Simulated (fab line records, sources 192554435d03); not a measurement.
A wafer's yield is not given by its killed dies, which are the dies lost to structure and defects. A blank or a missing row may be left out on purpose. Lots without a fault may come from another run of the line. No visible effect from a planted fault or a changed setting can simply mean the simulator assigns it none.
2 desks, one fault | flow n5-finfet | what lay behind the numbers comes last; until then each desk has only its own

TOOL OWNER'S DESK, rie-diel-04
The tool's own readings at N5_BEOL_M8_ETCH_65 (etches SiARC in CF4, target depth 15.6 nm, time 26 s): means of the sampled wafers that have a number, for each lot that ran on this tool. Marked OUT: a lot whose mean sits more than 4 standard deviations from the usual mean, which makes it out of limits; the brackets give that distance.
Columns: A = drypump-motor-current-A at N5_BEOL_M8_ETCH_65, usual 5.9 A; B = etch-rf-on-time-s at N5_BEOL_M8_ETCH_65, usual 26.2 s; C = oes-product-au at N5_BEOL_M8_ETCH_65, usual 0.68 a.u.; D = rf-fwd-power-W at N5_BEOL_M8_ETCH_65, usual 532.6 W; E = rf-vpp-V at N5_BEOL_M8_ETCH_65, usual 183.9 V; F = showerhead-plenum-p-Torr at N5_BEOL_M8_ETCH_65, usual 2.13 Torr; G = throttle-valve-pct at N5_BEOL_M8_ETCH_65, usual 15.54 %
lot  | first seen here | A   | B    | C    | D               | E                | F    | G
L472 | day 9 22:40     | 6.1 | 26.1 | 0.69 | 532.4           | 184.1            | 2.15 | 15.40
L473 | day 10 07:52    | 5.7 | 25.9 | 0.73 | 532.8           | 183.3            | 2.18 | 15.39
L490 | day 14 16:58    | 6.1 | 28.1 | 0.69 | 489.9 (-19) OUT | 190.0 (+5.1) OUT | 2.14 | 15.30
L488 | day 14 22:40    | 5.8 | 28.2 | 0.68 | 488.7 (-20) OUT | 189.8 (+4.9) OUT | 2.11 | 15.45
Finding of this desk: L488, L490 out of limits; the first was L490 at day 14 16:58, on rf-fwd-power-W at N5_BEOL_M8_ETCH_65. In limits: L472, L473.

THE METROLOGY DESK
Means of the sampled wafers that have a number, per lot and without regard to the tool the lot ran on: this is what the gauges read. Marked OUT: a lot whose mean sits more than 4 standard deviations from the usual mean, which makes it out of limits; the brackets give that distance.
Columns: A = cd-nm at N5_BEOL_M8_CD_MEAS_35, usual 39.8 nm
lot  | first seen here | A
L471 | day 9 19:21     | 39.7
L472 | day 9 23:12     | 40.3
L473 | day 10 08:23    | 39.5
L478 | day 11 14:16    | 38.5
L479 | day 11 14:40    | 39.4
L480 | day 11 17:14    | 40.0
L491 | day 14 15:19    | 38.9
L490 | day 14 17:29    | 40.8
L488 | day 14 23:12    | 40.0
L492 | day 14 23:28    | 40.5
L494 | day 15 11:35    | 39.6
Finding of this desk: none of the 11 lots has anything out of limits.

PUT TOGETHER
At day 14 16:58, on L488, L490, the tool owner's desk was in a position to raise an alarm.
Metrology desk: nothing out of limits seen.
The metrology desk holds a record of L488, L490, inside its limits.
N5_BEOL_M8_ETCH_65 was run on rie-diel-04 by each of the lots named.

WHAT HAD BEEN PUT IN BY THE SIMULATOR
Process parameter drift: rie-diel-04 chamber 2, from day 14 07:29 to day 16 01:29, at N5_BEOL_M8_ETCH_65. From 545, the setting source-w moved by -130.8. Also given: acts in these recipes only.
Struck lots among those shown: L488, L490.
Delay in hours, fault start to first out-of-limits reading, by desk: the tool owner's desk at 9.
